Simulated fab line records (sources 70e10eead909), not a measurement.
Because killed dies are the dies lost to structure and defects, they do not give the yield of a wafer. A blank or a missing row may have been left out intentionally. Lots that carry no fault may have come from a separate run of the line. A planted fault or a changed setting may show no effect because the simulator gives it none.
Comparing a struck lot with a sound one | flow nand harc | 15 out of 1302 route steps
Sound: wafers L333.3, L333.4, L333.5. Wafers struck: L340.3, L340.4, L340.6. The cause comes at the end.
At each step with rows: each side's tool, then ch and its chambers, then its first start. Under that, the readings that differ: sound wafers | struck wafers | difference of the means | sigmas: that difference in standard deviations of wafers without a fault.
alike: readings whose means differ by less than 2 such deviations, and words and numbers that are the same on both sides. not compared: withheld readings, readings that some wafer has no value for, bounds like >300 that may hide the same value, and numbers for which the record gives no deviation and whose values overlap.
The two part at a step that has a row with sigmas, a row that says differs or no value, or rows on one side only. Numbers that don't overlap but have no deviation are shown without sigmas and don't part them. Lack of a reading on every wafer of one side parts them only where that side has two or more wafers.

first, 1 step without rows for these wafers: NHARC_A_CHANNEL_HOLE_D2_ETCH_20 (etches the open film in C4F8/O2/Ar, time 361.9 s, target depth 1600 nm).
NHARC_A_CHANNEL_HOLE_D2_ETCH_21: etches the open film in C4F8/O2/Ar, time 514.3 s, target depth 1600 nm.
  sound on har etch-01 ch 0,1, day 16 08:30; struck on har etch-01 ch 0,1, day 18 23:18
  alike: drypump motor current A, mfc ar sccm, showerhead plenum p Torr, throttle valve pct
  not compared: rf hours counter h
NHARC_A_CHANNEL_HOLE_D2_ETCH_22: etches the open film in C4F8/O2/Ar, time 666.7 s, target depth 1600 nm.
  sound on har etch-01 ch 0,1, day 16 08:59; struck on har etch-01 ch 0,1, day 18 23:47
  alike: drypump motor current A, mfc ar sccm, showerhead plenum p Torr, throttle valve pct
  not compared: rf hours counter h
NHARC_A_CHANNEL_HOLE_D2_ETCH_23: etches the open film in C4F8/O2/Ar, time 819 s, target depth 1600 nm.
  sound on har etch-01 ch 0,1, day 16 09:35; struck on har etch-01 ch 0,1, day 19 00:23
  alike: drypump motor current A, mfc ar sccm, showerhead plenum p Torr, throttle valve pct
  not compared: rf hours counter h
then, 2 steps without rows for these wafers: NHARC_A_CHANNEL_HOLE_D2_ETCH_24 (etches the open film in C4F8/O2/Ar, time 906.2 s, target depth 1500 nm); NHARC_A_CHANNEL_HOLE_D2_ETCH_25 (etches the open film in C4F8/O2/Ar, time 1040.2 s, target depth 1500 nm).
NHARC_A_CHANNEL_HOLE_D2_ETCH_26: etches the open film in C4F8/O2/Ar, time 224.1 s, target depth 300 nm.
  sound on har etch-01 ch 0,1, day 16 11:47; struck on har etch-01 ch 0,1, day 19 02:34
  alike: drypump motor current A, mfc ar sccm, showerhead plenum p Torr, throttle valve pct
  not compared: rf hours counter h
then, 4 steps without rows for these wafers: NHARC_A_CHANNEL_HOLE_D2_ETCH_27 (etches the open film in C4F8/O2/Ar, time 90 s, target depth 400 nm); NHARC_A_CHANNEL_HOLE_D2_STRIP_41 (strips in N2/H2); NHARC_A_CHANNEL_HOLE_D2_STRIP_42 (strips in CF4/CHF3); NHARC_A_CHANNEL_HOLE_D2_STRIP_43 (strips in O2/COS).
NHARC_A_CHANNEL_HOLE_D2_ETCH_44: etches the open film in CF4/O2, target depth 140 nm, overetch 14 nm, time 77 s.
  sound on rie diel-10 ch 0,2, day 16 12:40; struck on rie diel-11 ch 0,1,3, day 19 03:27
  alike: drypump motor current A, mfc ar sccm, oes_f_703_au, oes product au, rf vpp V, showerhead plenum p Torr, throttle valve pct
  not compared: rf hours counter h
NHARC_A_CHANNEL_HOLE_D2_STRIP_28: strips in O2.
  sound on rie diel-10 ch 0,1,3, day 16 12:46; struck on rie diel-11 ch 1,3, day 19 03:36
  reading                        | sound             | struck            | difference | sigmas
  chamber pressure mTorr (mTorr) | 59.98 59.97 59.99 | 63.17 63.29 63.22 | +3.25      | +59
  oes product au (a.u.)          | 1.005 1.004 0.992 | 1.012 1.017 1.022 | +0.017     | +2
  alike: drypump motor current A, mfc ar sccm, rf vpp V, showerhead plenum p Torr, throttle valve pct
  not compared: rf hours counter h
then, 2 steps without rows for these wafers: NHARC_A_CHANNEL_HOLE_D2_PRECLEAN_29 (cleans in SC1); NHARC_END_SORT_01.

== WHERE THEY PART ==
Only at NHARC_A_CHANNEL_HOLE_D2_STRIP_28, as far as this record shows.

WHY: what the simulator had put in
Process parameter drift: rie diel-11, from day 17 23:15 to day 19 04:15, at NHARC_A_CHANNEL_HOLE_D2_STRIP_28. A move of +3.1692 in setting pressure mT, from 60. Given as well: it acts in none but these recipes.
